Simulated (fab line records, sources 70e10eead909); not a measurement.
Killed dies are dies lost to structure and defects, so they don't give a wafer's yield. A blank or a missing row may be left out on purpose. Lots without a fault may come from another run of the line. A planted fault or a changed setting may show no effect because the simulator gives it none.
A struck lot beside a sound one | flow nand_harc | 18 steps out of a route of 1302
Sound: wafers L566.3, L566.4, L566.5. Struck: wafers L563.2, L563.4, L563.6. The cause comes at the end.
At each step with rows: each side's tool, then ch and its chambers, then its first start. Under that, the readings that differ: sound wafers | struck wafers | difference of the means | sigmas: that difference in standard deviations of wafers without a fault.
alike: readings whose means differ by less than 2 such deviations, and words and numbers that are the same on both sides. not compared: withheld readings, readings that some wafer has no value for, bounds like >300 that may hide the same value, and numbers for which the record gives no deviation and whose values overlap.
The two part at a step that has a row with sigmas, a row that says differs or no value, or rows on one side only. Numbers that don't overlap but have no deviation are shown without sigmas and don't part them. A reading that every wafer of one side lacks parts them only if that side has two wafers or more.

NHARC_A_M1_PRE_CLEAN_32: time 12 s.
  sound on pecvd-03 ch 0,1, day 30 14:14; struck on pecvd-03 ch 0,2, day 28 17:59
  alike: heater_power_w
NHARC_A_M1_DEP_33: deposits SiCN, target thk 30 nm.
  sound on pecvd-03 ch 0,1, day 30 14:26; struck on pecvd-03 ch 0,2, day 28 18:07
  alike: heater_power_w
NHARC_A_BONDPAD_DEP_00: deposits SiCN, target thk 250 nm.
  sound on pecvd-01 ch 0,2, day 30 14:59; struck on pecvd-03 ch 0,1,2
  alike: heater_power_w
NHARC_A_BONDPAD_CMP_29: polishes SiCN, target thk 200 nm.
  sound on cmp-04 ch 0,2, day 30 15:25; struck on cmp-02 ch 0,1,2, day 28 19:02
  reading             | sound          | struck         | difference | sigmas
  motor_current_A (A) | 14.6 13.0 15.0 | 10.4 12.5 10.9 | -2.9       | -2
  alike: edge_zone_pressure_frac
NHARC_A_BONDPAD_THK_MEAS_30: measures by ellipsometry.
  sound on film_metro-01, day 30 15:39; struck on film_metro-02, day 28 19:14
  alike: thk_nm
then, 7 steps without rows for these wafers: NHARC_A_BONDPAD_SRD_31; NHARC_A_BONDPAD_DEHYDRATE_01 (time 120 s); NHARC_A_BONDPAD_HMDS_02 (time 30 s); NHARC_A_BONDPAD_COAT_33 (time 65 s); NHARC_A_BONDPAD_COAT_03 (resist thk 600 nm); NHARC_A_BONDPAD_SOFTBAKE_04 (time 70 s); NHARC_A_BONDPAD_EBR_05.
NHARC_A_BONDPAD_EXPOSE_06: exposes mask A BPAD.
  sound on krf_scanner-04 ch 0, day 30 15:57; struck on krf_scanner-02 ch 0, day 28 19:32
  reading              | sound             | struck            | difference | sigmas
  exposure_dose_mJ_cm2 | 36.91 36.91 36.90 | 50.42 50.42 50.37 | +13.50     | +99 or more
  alike: mask
then, 2 steps without rows for these wafers: NHARC_A_BONDPAD_PEB_07 (peb time 80 s); NHARC_A_BONDPAD_DEVELOP_08 (time 50 s).
NHARC_A_BONDPAD_CD_MEAS_09: target cd 500 nm.
  sound on cd_sem-01 ch 0, day 30 16:05; struck on cd_sem-03 ch 0, day 28 19:41
  alike: cd_nm
NHARC_A_BONDPAD_OVL_MEAS_35:
  sound on overlay-02, day 30 16:11; struck on overlay-02, day 28 19:47
  reading           | sound | struck   | difference | sigmas
  overlay_y_nm (nm) | 4 4 4 | -7 -7 -7 | -11        | -2
  alike: overlay_x_nm
NHARC_END_SORT_01:
  the record has rows for the sound wafers here (prober-01 ch 0, day 32 03:24) and none for the struck ones

WHERE THEY PART
First at NHARC_A_BONDPAD_CMP_29; last, within this record, at NHARC_END_SORT_01.

WHY: what the simulator had put in
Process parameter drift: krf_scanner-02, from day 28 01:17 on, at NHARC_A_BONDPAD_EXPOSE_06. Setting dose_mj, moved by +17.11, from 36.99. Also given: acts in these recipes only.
